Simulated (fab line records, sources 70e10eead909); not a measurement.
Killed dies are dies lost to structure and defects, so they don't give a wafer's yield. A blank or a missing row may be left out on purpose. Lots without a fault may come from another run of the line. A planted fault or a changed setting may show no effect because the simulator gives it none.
Problem report in the 8D (eight disciplines) form, filled by code | flow nand_harc | the parts of the form that need people (team, actions taken, sign-off) are left out

1. THE PROBLEM
run_length_s at NHARC_A_WL_FILL_ETCHBACK_04 reads a mean of 115.9 s on 4 wafers of 2 lots; wafers without a fault read 141.3 s with a standard deviation of 0.5. That is -51 standard deviations from the usual mean.
The step: etches the open film in NF3, target depth 60 nm, time 120 s.
First seen on wafer L493.1, day 24 19:22, on rie_metal-03. The record holds 33 wafers of 11 lots with a number at this step. Rule for "out", or "out of limits": more than 4 standard deviations from the usual mean. The other wafers with a number count as sound.

2. WHAT IT IS AND WHAT IT IS NOT
question                    | is                             | is not
which readings at this step | run_length_s                   | chamber_pressure_mTorr, drypump_motor_current_A, oes_product_au
which lots                  | L492, L493                     | L481, L482, L484, L486, L496, L498, L501, L502, L504
which wafers of those lots  | L492.2, L492.4, L493.1, L493.4 | L492.5, L493.5
read on which tools         | rie_metal-03                   | rie_metal-01, rie_metal-02
when                        | from day 24 19:22              | up to then (13 sound wafers); but 16 sound wafers of L492, L496, L498, L501, L502, L504 came after

3. SUSPECTS, AND WHAT RULES EACH OUT
Counting: a tool at a process step up to the reading stays a suspect if it ran every lot that is out. Sound lots after the first of them don't rule it out here, since some wafers of a struck lot are sound.
- har_etch-01 at NHARC_A_SLIT_ETCH_17 (etches the open film in C4F8/O2/Ar, time 4254.5 s, target depth 20300 nm): kept. It ran every lot that is out, first L493 (day 24 06:10); its last sound lot up to then is L484 (day 21 06:02).
- rie_metal-03 at NHARC_A_WL_FILL_ETCHBACK_04 (etches the open film in NF3, target depth 60 nm, time 120 s): kept. It ran every lot that is out, first L493 (day 24 19:22); its last sound lot up to then is L486 (day 21 18:28). Its own readings are out on those wafers: run_length_s.
Left after counting: har_etch-01 at NHARC_A_SLIT_ETCH_17, rie_metal-03 at NHARC_A_WL_FILL_ETCHBACK_04.

4. THE CAUSE (what the simulator had put in)
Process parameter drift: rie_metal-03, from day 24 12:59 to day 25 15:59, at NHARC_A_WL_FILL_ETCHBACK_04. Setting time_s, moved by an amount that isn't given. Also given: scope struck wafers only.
Counting left 2 suspects, and this tool is among them.

5. THE CHAIN OF EFFECTS, in route order
Each row: a reading whose mean over the struck wafers that have a number lies more than 3 standard deviations from the usual. Only readings for which the record gives a usual standard deviation are gone through. hours: the time from each lot's start at the first step in this table that gives one to its start at this step, as a median over the lots. sigmas: the change in usual standard deviations.
hours | step                        | reading      | usual   | on struck wafers | change | sigmas
0     | NHARC_A_WL_FILL_ETCHBACK_04 | run_length_s | 141.3 s | 115.9            | -25.4  | -51
The process steps in it:
- NHARC_A_WL_FILL_ETCHBACK_04: etches the open film in NF3, target depth 60 nm, time 120 s.
Later measuring or inspecting steps at which every struck wafer that the step has a row for has a number for every such reading, and none has moved that far: NHARC_END_SORT_01.

6. WHAT WOULD HAVE CAUGHT IT SOONER
In this record the first reading out of limits was taken at day 24 19:22, 6 hours after the fault began at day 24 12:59.
